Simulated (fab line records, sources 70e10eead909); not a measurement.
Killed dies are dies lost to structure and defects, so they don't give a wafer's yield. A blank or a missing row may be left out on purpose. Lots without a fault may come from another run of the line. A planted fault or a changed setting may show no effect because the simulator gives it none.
Which tool did it? | flow nand_harc | 12 lots, 36 wafers sampled, at 3 steps of a route of 1302

WHAT THE GAUGES READ, wafer by wafer
NHARC_P_M1_CD_MEAS_09: target cd 130 nm.
lot  | measured     | on        | cd_nm (nm)
L075 | day 6 16:47  | cd_sem-03 | 130.8 129.5 130.5
L077 | day 8 00:28  | cd_sem-01 | 130.1 128.8 129.8
L079 | day 8 13:00  | cd_sem-02 | 130.8 129.2 130.8
L081 | day 9 02:17  | cd_sem-01 | 129.2 129.7 130.2
L083 | day 10 00:41 | cd_sem-02 | 131.1 129.4 129.7
L085 | day 11 00:56 | cd_sem-01 | 129.9 129.1 128.8
L087 | day 12 03:38 | cd_sem-03 | 129.9 129.8 129.5
L089 | day 12 09:01 | cd_sem-01 | 130.4 131.3 129.2
L091 | day 13 10:38 | cd_sem-03 | 129.9 129.8 130.6
L093 | day 14 11:51 | cd_sem-03 | 130.2 130.3 129.6
L095 | day 15 06:31 | cd_sem-03 | 128.6 130.5 129.1
L097 | day 15 15:25 | cd_sem-01 | 130.3 130.9 129.9

WHICH TOOL RAN EACH LOT (tool, then ch and the chambers of the sampled wafers, then the start)
lot  | NHARC_P_ZERO_WELL_ETCH_65          | NHARC_P_CONTACT_DEGAS_38
L075 | rie_diel-04 ch 0,2, day 2 07:32    | pvd_sputter-03, day 6 10:04
L077 | rie_diel-01 ch 1,2, day 3 03:35    | pvd_sputter-01, day 7 17:52
L079 | rie_diel-01 ch 0,2,3, day 4 00:22  | pvd_sputter-02, day 8 06:35
L081 | rie_diel-04 ch 1,3, day 4 19:29    | pvd_sputter-01, day 8 19:17
L083 | rie_diel-04 ch 1,2,3, day 5 15:29  | pvd_sputter-01, day 9 17:34
L085 | rie_diel-04 ch 1,2, day 6 11:29    | pvd_sputter-03, day 10 18:34
L087 | rie_diel-04 ch 0,1,2, day 7 07:22  | pvd_sputter-03, day 11 21:05
L089 | rie_diel-04 ch 0,1,2, day 8 03:31  | pvd_sputter-03, day 12 02:15
L091 | rie_diel-06 ch 1,2, day 8 23:22    | pvd_sputter-01, day 13 04:22
L093 | rie_diel-06 ch 1,2,3, day 9 19:24  | pvd_sputter-01, day 14 05:16
L095 | rie_diel-01 ch 1,3, day 10 15:31   | pvd_sputter-01, day 14 23:58
L097 | rie_diel-06 ch 0,1,2, day 11 11:22 | pvd_sputter-02, day 15 08:58
- NHARC_P_ZERO_WELL_ETCH_65: etches the open film in N2/H2, target depth 80 nm, overetch 24 nm, time 87.88 s.
- NHARC_P_CONTACT_DEGAS_38: time 60 s.

THE ANSWER, worked out from the rows above alone
Rule: what is usual is taken from the lots themselves. Put in order of their means at a reading, lots are off if they are a third of the lots or fewer, leave a main group of 4 or more, and stand apart from it by a gap of 3 or more times the standard deviation of the main group's means; of several such gaps the widest counts. A main group whose means are all the same, to the digits that the tables above print for the reading, isn't used. A lot without any number at a reading at which 4 lots or more have one is off too. The other lots that the step has rows for count as sound.
No lot is off at any reading shown: from this, nothing can be told.

WHAT THE SIMULATOR HAD PUT IN
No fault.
